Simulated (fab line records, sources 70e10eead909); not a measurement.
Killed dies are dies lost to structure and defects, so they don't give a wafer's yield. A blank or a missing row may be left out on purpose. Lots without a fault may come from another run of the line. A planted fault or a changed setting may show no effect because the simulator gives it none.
fab line records | flow nand_harc
record lots=14 wafers=42 last_day=32
route steps=1302 shown A_START@389 A_ONON_D1@442 A_CHANNEL_HOLE_D1@463
lots that met no fault: from a run of the same line without faults
start_h: hours from the record's first day to the start of the lot's first wafer shown | wait_h: hours since the lot's step before | " the same as in the row above | L1.1+2: a row that stands for several wafers | - no value, or no start given | * or withheld: withheld | < > ~ a bound
route shown NAME@n: a module of which the file shows steps, and the number in the route of the first | usual: mean/standard deviation of fault-free wafers | same: alike in all rows | chamber/n: place in a boat | sites: the reading at each site | _std_site: their standard deviation | _edge_site: outer sites' mean less inner sites' | radius_mm: how far each site lies from the wafer's centre | mask NAME#n: copy n | behind: the tool/chamber that last shaped the wafer | hold: why the lot was held/for how many hours/how that ended | device: the transistor (n, p or np) that didn't switch | end of line: the same wafers' tests at the end of the route | a step without rows: its recipe alone | killed: dies lost to structure and defects at the first sort, not the wafer's yield | map: a wafer's dies, x killed, . not, _ none there
set.NAME: the setting as run; set.NAME@STEP: as run at that earlier step | model.NAME: the simulator's own value behind a step, which no gauge read
steps of the route over a sample of lots; a table a step, a row a wafer
services: from which hour (start_h, from the record's first day; less than 0 if before it) a tool's chamber was out of use, for how many hours, and why
## steps
# step NHARC_A_START_INSPECT_01
# usual raw_defect_count=3.6/2
# columns lot.wafer tool chamber start_h wait_h raw_defect_count
L769.2 defect_inspect-01 - 134.37 - 4
L769.3 " - " " 1
L769.6 " - " " 4
L770.3 defect_inspect-02 - 143.03 - 6
L770.4 " - " " 2
L770.6 " - " " 3
L771.1 defect_inspect-01 - 159.05 - 2
L771.5 " - " " 2
L771.6 " - " " 4
L772.1 defect_inspect-02 - 165.55 - 0
L772.4 " - " " 6
L772.5 " - " " 5
L774.1 defect_inspect-01 - 187.35 - 7
L774.4 " - " " 1
L774.6 " - " " 6
L773.1 defect_inspect-02 - 188.13 - 2
L773.3 " - " " 8
L773.5 " - " " 3
L775.1 defect_inspect-01 - 206.06 - 5
L775.2 " - " " 4
L775.5 " - " " 5
L776.1 defect_inspect-01 - 217.23 - 3
L776.4 " - " " 3
L776.6 " - " " 5
L778.2 defect_inspect-01 - 236.19 - 5
L778.3 " - " " 3
L778.4 " - " " 3
L779.1 defect_inspect-01 - 243.55 - 1
L779.2 " - " " 4
L779.6 " - " " 2
L780.3 defect_inspect-01 - 250.91 - 7
L780.4 " - " " 4
L780.5 " - " " 6
L785.1 defect_inspect-02 - 305.34 - 5
L785.4 " - " " 8
L785.5 " - " " 3
L788.2 defect_inspect-01 - 324.33 - 3
L788.4 " - " " 5
L788.6 " - " " 5
L789.1 defect_inspect-02 - 338.01 - 4
L789.4 " - " " 4
L789.6 " - " " 3
# step NHARC_A_ONON_D1_DEP_25
# recipe target_thk_a=10000 n2_flow_sccm=2750 n2o_flow_sccm=2000 nh3_flow_sccm=500 sih4_flow_sccm=210 temp_c=400
# columns lot.wafer tool chamber start_h wait_h
L769.2+3+6 pecvd_onon-01 0 167.98 0.1
L770.3+4+6 pecvd_onon-01 0 177.79 0.2
L771.1+5+6 pecvd_onon-03 0 196.02 0.1
L772.1+4+5 pecvd_onon-01 0 199.56 0.1
L774.1+4+6 pecvd_onon-02 0 225.43 0.1
L773.1+3+5 pecvd_onon-01 0 225.45 0.1
L775.1+2+5 pecvd_onon-03 0 241.80 0.1
L776.1+4+6 pecvd_onon-01 0 255.35 0.1
L778.2+3+4 pecvd_onon-03 0 272.99 0.1
L779.1+2+6 pecvd_onon-03 0 277.99 0.1
L780.3+4+5 pecvd_onon-01 0 286.31 0.2
L785.1+4+5 pecvd_onon-01 0 341.21 0.1
L788.2+4+6 pecvd_onon-01 0 358.56 0.1
L789.1+4+6 pecvd_onon-03 0 372.96 0.1
# step NHARC_A_ONON_D1_THK_MEAS_27
# recipe thk_meas_gauge=ellipsometry
# usual thk_nm=998/8
# columns lot.wafer tool chamber start_h wait_h thk_nm
L769.2 film_metro-01 - 168.43 - 1001
L769.3 " - " " 1002
L769.6 " - " " 1002
L770.3 film_metro-01 - 178.19 - 997
L770.4 " - " " 997
L770.6 " - " " 994
L771.1 film_metro-02 - 196.52 - 989
L771.5 " - " " 990
L771.6 " - " " 987
L772.1 film_metro-01 - 200.07 - 991
L772.4 " - " " 993
L772.5 " - " " 995
L774.1 film_metro-01 - 225.94 - 992
L774.4 " - " " 993
L774.6 " - " " 992
L773.1 film_metro-02 - 225.96 - 989
L773.3 " - " " 990
L773.5 " - " " 989
L775.1 film_metro-01 - 242.31 - 1005
L775.2 " - " " 1006
L775.5 " - " " 1006
L776.1 film_metro-02 - 255.87 - 1009
L776.4 " - " " 1008
L776.6 " - " " 1010
L778.2 film_metro-01 - 273.45 - 1001
L778.3 " - " " 999
L778.4 " - " " 998
L779.1 film_metro-02 - 278.50 - 1004
L779.2 " - " " 1003
L779.6 " - " " 1005
L780.3 film_metro-01 - 286.71 - 999
L780.4 " - " " 1000
L780.5 " - " " 1000
L785.1 film_metro-02 - 341.73 - 987
L785.4 " - " " 963
L785.5 " - " " 990
L788.2 film_metro-02 - 359.01 - 999
L788.4 " - " " 973
L788.6 " - " " 999
L789.1 film_metro-02 - 373.48 - 985
L789.4 " - " " 984
L789.6 " - " " 984
# step NHARC_A_CHANNEL_HOLE_D1_OVL_MEAS_11
# usual overlay_x_nm=0.1/0.77 overlay_y_nm=0.0/1
# columns lot.wafer tool chamber start_h wait_h overlay_x_nm overlay_y_nm
L769.2 overlay-02 - 172.40 - 0.4 -0.5
L769.3 " - " " 0.8 -1.2
L769.6 " - " " 0.3 -1.4
L770.3 overlay-01 - 182.92 - 0.2 -1.2
L770.4 " - " " -0.2 -0.5
L770.6 " - " " 0.3 -0.7
L771.1 overlay-02 - 201.27 - 0.1 -0.3
L771.5 " - " " -0.3 0.2
L771.6 " - " " 0.4 -0.2
L772.1 overlay-02 - 204.98 - -1.5 1.2
L772.4 " - " " -2.1 1.5
L772.5 " - " " -1.6 0.6
L774.1 overlay-01 - 231.30 - 0.2 0.7
L774.4 " - " " 0.8 0.5
L774.6 " - " " 0.4 0.8
L773.1 overlay-01 - 232.63 - 0.5 -0.1
L773.3 " - " " 0.8 -0.3
L773.5 " - " " 0.3 -1.4
L775.1 overlay-01 - 246.38 - -0.9 -0.1
L775.2 " - " " -1.5 0.0
L775.5 " - " " -1.8 0.3
L776.1 overlay-02 - 264.30 - 0.6 0.3
L776.4 " - " " 0.2 0.5
L776.6 " - " " 0.2 0.8
L778.2 overlay-01 - 277.27 - -0.7 -0.8
L778.3 " - " " 0.3 -0.7
L778.4 " - " " -0.1 -1.3
L779.1 overlay-02 - 282.85 - 1.5 0.4
L779.2 " - " " 1.6 -0.1
L779.6 " - " " 0.9 0.9
L780.3 overlay-01 - 290.48 - 0.0 0.7
L780.4 " - " " 0.5 0.2
L780.5 " - " " 0.0 -0.2
L785.1 overlay-01 - 345.81 - 0.1 1.3
L785.4 " - " " -0.1 1.4
L785.5 " - " " -0.3 0.8
L788.2 overlay-01 - 367.32 - 0.2 -0.1
L788.4 " - " " -0.5 -0.2
L788.6 " - " " 0.4 -0.1
L789.1 overlay-01 - 378.55 - 0.7 1.1
L789.4 " - " " 0.6 1.3
L789.6 " - " " 0.3 0.9
# step NHARC_A_CHANNEL_HOLE_D1_INSPECT_12
# usual raw_defect_count=5.2/2.6
# columns lot.wafer tool chamber start_h wait_h raw_defect_count
L769.2 defect_inspect-01 - 172.44 0.0 4
L769.3 " - " " 4
L769.6 " - " " 8
L770.3 defect_inspect-01 - 182.96 0.0 7
L770.4 " - " " 5
L770.6 " - " " 12
L771.1 defect_inspect-01 - 201.31 0.0 10
L771.5 " - " " 3
L771.6 " - " " 6
L772.1 defect_inspect-02 - 205.02 0.0 7
L772.4 " - " " 10
L772.5 " - " " 5
L774.1 defect_inspect-01 - 231.33 0.0 4
L774.4 " - " " 5
L774.6 " - " " 6
L773.1 defect_inspect-02 - 232.67 0.0 7
L773.3 " - " " 6
L773.5 " - " " 8
L775.1 defect_inspect-02 - 246.42 0.0 4
L775.2 " - " " 6
L775.5 " - " " 3
L776.1 defect_inspect-02 - 264.34 0.0 3
L776.4 " - " " 6
L776.6 " - " " 6
L778.2 defect_inspect-01 - 277.31 0.0 3
L778.3 " - " " 7
L778.4 " - " " 5
L779.1 defect_inspect-01 - 282.89 0.0 7
L779.2 " - " " 2
L779.6 " - " " 3
L780.3 defect_inspect-02 - 290.52 0.0 5
L780.4 " - " " 9
L780.5 " - " " 7
L785.1 defect_inspect-01 - 345.85 0.0 5
L785.4 " - " " 6
L785.5 " - " " 6
L788.2 defect_inspect-02 - 367.35 0.0 7
L788.4 " - " " 4
L788.6 " - " " 2
L789.1 defect_inspect-02 - 378.59 0.0 4
L789.4 " - " " 8
L789.6 " - " " 6
## services
# columns tool chamber start_h hours kind
pecvd_onon-02 - 185.00 13.0 pm
pecvd_onon-03 - 227.07 13.0 pm
pecvd_onon-01 - 269.00 13.0 pm
pecvd_onon-02 - 366.00 13.0 pm
## key
first_sign step=NHARC_A_ONON_D1_THK_MEAS_27 reading=thk_nm direction=down sigmas=3.8 usual=998 struck=968
effect none on later readings
met_at NHARC_A_ONON_D1_DEP_25
struck_lots L785,L788
struck_wafers L785.4,L788.4
sort_left_out L785.4,L788.4
tester_left_out L785,L788
not_acting_at NHARC_A_START_INSPECT_01,NHARC_A_CHANNEL_HOLE_D1_OVL_MEAS_11,NHARC_A_CHANNEL_HOLE_D1_INSPECT_12
onset_between 286.31 341.21
fault kind=process_parameter_drift tool=pecvd_onon-01 chamber=- onset_h=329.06 steps=NHARC_A_ONON_D1_DEP_25 channel=target_thk_a offset=* shape=step end_h=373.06 scope=struck_wafers_only acts_in=* stated=*
# tester_left_out: of these lots the tester's yield and bins aren't shown, on N5 and GAA mostly nor the transistor test; their killed dies are dies lost to structure and defects alone, not to doping, threshold or leakage, so they don't give the yield
# sort_left_out: the simulated sort isn't trusted on such a fault, so these wafers' sort isn't shown, and their yield isn't known
